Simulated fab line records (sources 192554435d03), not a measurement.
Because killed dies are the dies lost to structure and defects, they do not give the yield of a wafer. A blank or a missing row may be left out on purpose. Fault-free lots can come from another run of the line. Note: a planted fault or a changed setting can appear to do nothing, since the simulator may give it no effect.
Which tool is to blame?	flow n5 finfet	24 lots with 72 wafers sampled at 3 steps, on a route of 1938 steps

== WHAT THE GAUGES READ, wafer by wafer ==
N5_BEOL_M2_OVL_MEAS_29. Usual: V1_OVL typically reads 0.4 nm, with standard deviation 0.77.
lot	measured	on	V1_OVL (nm)	flag
L074	day 6 11:17	overlay-01	-1.1 0.5 0.5	
L075	day 7 01:53	overlay-01	-0.4 0.5 0.3	
L076	day 7 10:51	overlay-02	0.5 1.2 1.0	
L077	day 7 15:02	overlay-01	0.9 -0.2 0.2	
L078	day 7 22:35	overlay-01	0.4 0.9 0.2	
L079	day 8 13:35	overlay-01	0.1 -0.6 -0.4	
L080	day 8 14:12	overlay-01	-0.7 -0.8 -0.5	
L081	day 8 15:05	overlay-01	0.8 1.2 -0.2	
L082	day 8 18:45	overlay-01	0.8 -0.8 -0.2	
L083	day 8 22:03	overlay-02	0.8 0.3 -0.3	
L084	day 9 06:39	overlay-02	1.2 0.5 1.3	
L085	day 9 08:34	overlay-02	-0.6 0.7 0.6	
L086	day 9 23:57	overlay-02	0.5 1.5 0.4	
L087	day 10 02:13	overlay-02	1.1 0.6 1.7	
L088	day 10 06:59	overlay-02	-0.4 0.7 1.0	
L089	day 10 09:41	overlay-02	0.9 1.0 2.7	
L090	day 10 12:52	overlay-02	0.9 0.9 1.0	
L093	day 11 03:30	overlay-02	-1.1 -0.7 0.9	
L091	day 11 11:58	overlay-02	0.7 0.2 -0.3	
L094	day 11 15:32	overlay-02	1.9 1.4 1.1	
L095	day 12 02:31	overlay-01	0.5 0.4 1.2	
L092	day 12 02:34	overlay-01	-1.0 0.9 -0.5	
L096	day 12 05:14	overlay-02	0.8 0.4 1.1	
L097	day 12 08:29	overlay-02	-0.6 -0.9 -0.1	

== WHICH TOOL RAN EACH LOT (tool, then ch and the chambers of the sampled wafers, then the start) ==
lot	N5_BEOL_M1_ANNEAL_87	N5_BEOL_M2_STRIP_66
L074	pvd sputter-03, day 6 05:12	rie diel-02 ch 1,2, day 6 10:37
L075	pvd sputter-03, day 6 19:59	rie diel-04 ch 0,3, day 7 00:57
L076	pvd sputter-01, day 7 05:32	rie diel-01 ch 0,3, day 7 10:15
L077	pvd sputter-02, day 7 08:12	rie diel-04 ch 1,2, day 7 14:11
L078	pvd sputter-02, day 7 16:56	rie diel-01 ch 0,2, day 7 21:52
L079	pvd sputter-01, day 8 09:12	rie diel-02 ch 0,1,2, day 8 13:00
L080	pvd sputter-03, day 8 09:35	rie diel-04 ch 1,2,3, day 8 13:30
L081	pvd sputter-02, day 8 10:19	rie diel-02 ch 2,3, day 8 14:22
L082	pvd sputter-02, day 8 13:04	rie diel-04 ch 0,1,3, day 8 17:53
L083	pvd sputter-01, day 8 16:07	rie diel-04 ch 0,1,3, day 8 21:15
L084	pvd sputter-01, day 9 02:05	rie diel-01 ch 2,3, day 9 06:05
L085	pvd sputter-01, day 9 04:23	rie diel-02 ch 0,2,3, day 9 07:59
L086	pvd sputter-01, day 9 18:44	rie diel-02 ch 0,1,3, day 9 23:23
L087	pvd sputter-01, day 9 20:34	rie diel-04 ch 0,1,3, day 10 01:38
L088	pvd sputter-03, day 10 01:12	rie diel-01 ch 1,2,3, day 10 06:14
L089	pvd sputter-03, day 10 05:18	rie diel-01 ch 0,1,3, day 10 08:58
L090	pvd sputter-01, day 10 06:43	rie diel-01 ch 0,2,3, day 10 12:09
L093	pvd sputter-02, day 10 23:23	rie diel-04 ch 0,1,2, day 11 02:47
L091	pvd sputter-02, day 11 07:35	rie diel-02 ch 1,3, day 11 11:22
L094	pvd sputter-02, day 11 09:44	rie diel-04 ch 0,2,3, day 11 14:50
L095	pvd sputter-01, day 11 20:57	rie diel-04 ch 0,3, day 12 01:43
L092	pvd sputter-03, day 11 21:12	rie diel-02 ch 0,1,2, day 12 01:56
L096	pvd sputter-01, day 11 23:37	rie diel-02 ch 1,2, day 12 04:38
L097	pvd sputter-01, day 12 04:22	rie diel-04 ch 0,1,2, day 12 07:47
- N5_BEOL_M1_ANNEAL_87: time 240 s.
- N5_BEOL_M2_STRIP_66: strips in CF4.

== AS READ BY THE TOOLS THEMSELVES (means over the sampled wafers that have a number; for cases with no such wafer, the mark the record gives instead) ==
N5_BEOL_M1_ANNEAL_87. Usual: 821 W for heater power w, sd 75.
lot	tool	heater power w (W)	flag
L074	pvd sputter-03	847	
L075	pvd sputter-03	888	
L076	pvd sputter-01	841	
L077	pvd sputter-02	807	
L078	pvd sputter-02	841	
L079	pvd sputter-01	814	
L080	pvd sputter-03	875	
L081	pvd sputter-02	828	
L082	pvd sputter-02	814	
L083	pvd sputter-01	842	
L084	pvd sputter-01	777	
L085	pvd sputter-01	801	
L086	pvd sputter-01	838	
L087	pvd sputter-01	833	
L088	pvd sputter-03	765	
L089	pvd sputter-03	856	
L090	pvd sputter-01	838	
L093	pvd sputter-02	738	
L091	pvd sputter-02	815	
L094	pvd sputter-02	735	
L095	pvd sputter-01	885	
L092	pvd sputter-03	862	
L096	pvd sputter-01	841	
L097	pvd sputter-01	839	

N5_BEOL_M2_STRIP_66. Usual: cf4 flow sccm 150.0 sccm, standard deviation 0.45; drypump motor current A 5.7 A, standard deviation 0.46; oes product au 0.79 a.u., standard deviation 0.059; rf vpp V 270.8 V, standard deviation 1.4; showerhead plenum p Torr 1.78 Torr, standard deviation 0.047; throttle valve pct 13.54 %, standard deviation 0.15.
lot	tool	cf4 flow sccm (sccm)	drypump motor current A (A)	oes product au (a.u.)	rf vpp V (V)	showerhead plenum p Torr (Torr)	throttle valve pct (%)	flag
L074	rie diel-02	149.7	6.0	0.80	269.3	1.74	13.61	
L075	rie diel-04	150.4	5.9	0.87	270.7	1.79	13.46	
L076	rie diel-01	150.7	6.2	0.80	270.0	1.74	13.50	
L077	rie diel-04	149.8	5.2	0.80	269.8	1.76	13.47	
L078	rie diel-01	149.8	5.8	0.78	271.9	1.79	13.56	
L079	rie diel-02	150.1	5.7	0.77	270.3	1.76	13.68	
L080	rie diel-04	150.5	5.2	0.82	271.7	1.79	13.44	
L081	rie diel-02	149.9	5.8	0.82	271.1	1.79	13.49	
L082	rie diel-04	150.2	5.7	0.81	269.9	1.77	13.51	
L083	rie diel-04	150.0	5.7	0.81	270.9	1.77	13.51	
L084	rie diel-01	150.2	6.0	0.76	270.0	1.75	13.51	
L085	rie diel-02	149.7	5.6	0.76	270.6	1.80	13.57	
L086	rie diel-02	150.4	5.7	0.73	270.3	1.79	13.60	
L087	rie diel-04	149.8	5.7	0.80	270.2	1.77	13.55	
L088	rie diel-01	149.9	5.6	0.80	271.9	1.80	13.47	
L089	rie diel-01	149.4	5.8	0.82	270.7	1.79	13.49	
L090	rie diel-01	150.0	6.0	0.77	271.4	1.76	13.59	
L093	rie diel-04	149.9	5.4	0.80	270.5	1.77	13.51	
L091	rie diel-02	150.1	6.0	0.73	271.6	1.81	13.48	
L094	rie diel-04	150.1	5.4	0.82	270.4	1.79	13.50	
L095	rie diel-04	150.2	5.7	0.80	271.0	1.79	13.54	
L092	rie diel-02	149.7	5.7	0.74	270.7	1.75	13.75	
L096	rie diel-02	149.8	5.8	0.79	270.2	1.73	13.69	
L097	rie diel-04	150.1	5.4	0.79	270.7	1.76	13.54	

== THE ANSWER, worked out from the rows above alone ==
Rule: a lot is off if the mean of its wafers that have a number lies more than 3 standard deviations from the usual mean. Also off: a lot with no number at a reading for which 4 or more lots have one. Where the step has rows for the other lots, those lots are counted as sound. After the gauges, taken in route order, come the tools' own readings; for these a lot's mean is taken, as printed above. At the first step where some lot is off, the reading lying furthest off is the one used; lots without a number count as furthest.
None of the lots is off at any reading shown; this tells nothing.

== WHAT WAS PUT IN BY THE SIMULATOR ==
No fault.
